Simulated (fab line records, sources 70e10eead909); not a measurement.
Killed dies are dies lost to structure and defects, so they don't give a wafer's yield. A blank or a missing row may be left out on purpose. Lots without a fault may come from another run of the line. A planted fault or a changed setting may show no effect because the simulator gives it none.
Problem report in the 8D (eight disciplines) form, filled by code | flow nand_harc | the parts of the form that need people (team, actions taken, sign-off) are left out

1. THE PROBLEM
thk_nm at NHARC_A_ONON_D2_THK_MEAS_18 reads a mean of 1109 nm on 6 wafers of 2 lots; wafers without a fault read 996 nm with a standard deviation of 7.6. That is +15 standard deviations from the usual mean.
The step: measures by ellipsometry.
First seen on wafer L291.2, day 18 21:53, on film_metro-01. The record holds 39 wafers of 13 lots with a number at this step. Rule for "out", or "out of limits": more than 4 standard deviations from the usual mean. The other wafers with a number count as sound.

2. WHAT IT IS AND WHAT IT IS NOT
question                    | is                     | is not
which readings at this step | thk_nm                 | -
which lots                  | L291, L292             | L278, L279, L280, L284, L286, L287, L290, L296, L299, L300, L301
which wafers of those lots  | all that have a number | -
read on which gauges        | film_metro-01          | film_metro-02
when                        | from day 18 21:53      | up to then (21 sound wafers); but 12 sound wafers of L296, L299, L300, L301 came after

3. SUSPECTS, AND WHAT RULES EACH OUT
Counting: a tool at a process step up to the reading stays a suspect if it ran every lot that is out and no sound lot after the first of them.
- the gauge at NHARC_A_ONON_D2_THK_MEAS_18: ruled out. All the wafers that are out were read on film_metro-01, but those of them that NHARC_END_SORT_01 has rows for are out there too, on other tools.
- cmp-01 at NHARC_A_DECK1_JOINT_CMP_02 (polishes SiOx): kept. It ran every lot that is out, first L291 (day 18 10:39), and no sound lot after that; its last sound lot up to then is L290 (day 17 09:05).
- pecvd_onon-01 at NHARC_A_ONON_D2_DEP_16 (target thk 1000 nm): ruled out as a lasting fault. Sound lots L299, L300 ran on it after its first lot that is out, L291 (day 18 21:26).
Left after counting: cmp-01 at NHARC_A_DECK1_JOINT_CMP_02.

4. THE CAUSE (what the simulator had put in)
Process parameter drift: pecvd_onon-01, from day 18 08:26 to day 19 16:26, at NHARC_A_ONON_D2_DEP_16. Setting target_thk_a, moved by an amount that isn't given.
Counting ruled it out, wrongly: the rule takes a fault to strike every lot that its tool runs from its start on, and this one did not.

5. THE CHAIN OF EFFECTS, in route order
Each row: a reading whose mean over the struck wafers that have a number lies more than 3 standard deviations from the usual. Only readings for which the record gives a usual standard deviation are gone through. hours: the time from each lot's start at the first step in this table that gives one to its start at this step, as a median over the lots. sigmas: the change in usual standard deviations.
hours | step                        | reading         | usual  | on struck wafers | change | sigmas
0     | NHARC_A_ONON_D2_THK_MEAS_18 | thk_nm          | 996 nm | 1109             | +113   | +15
281   | NHARC_END_SORT_01           | killed_at_array | 51     | 666              | +615   | +34
281   | NHARC_END_SORT_01           | killed_dies     | 55     | 677              | +622   | +33

6. WHAT WOULD HAVE CAUGHT IT SOONER
In this record the first reading out of limits at a measuring or inspecting step was taken at day 18 21:53, 13 hours after the fault began at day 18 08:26.
Of the tool readings at NHARC_A_ONON_D2_DEP_16 for which the record gives a usual standard deviation, none was out on any struck wafer, so an alarm limit of 4 standard deviations on them would not have fired.
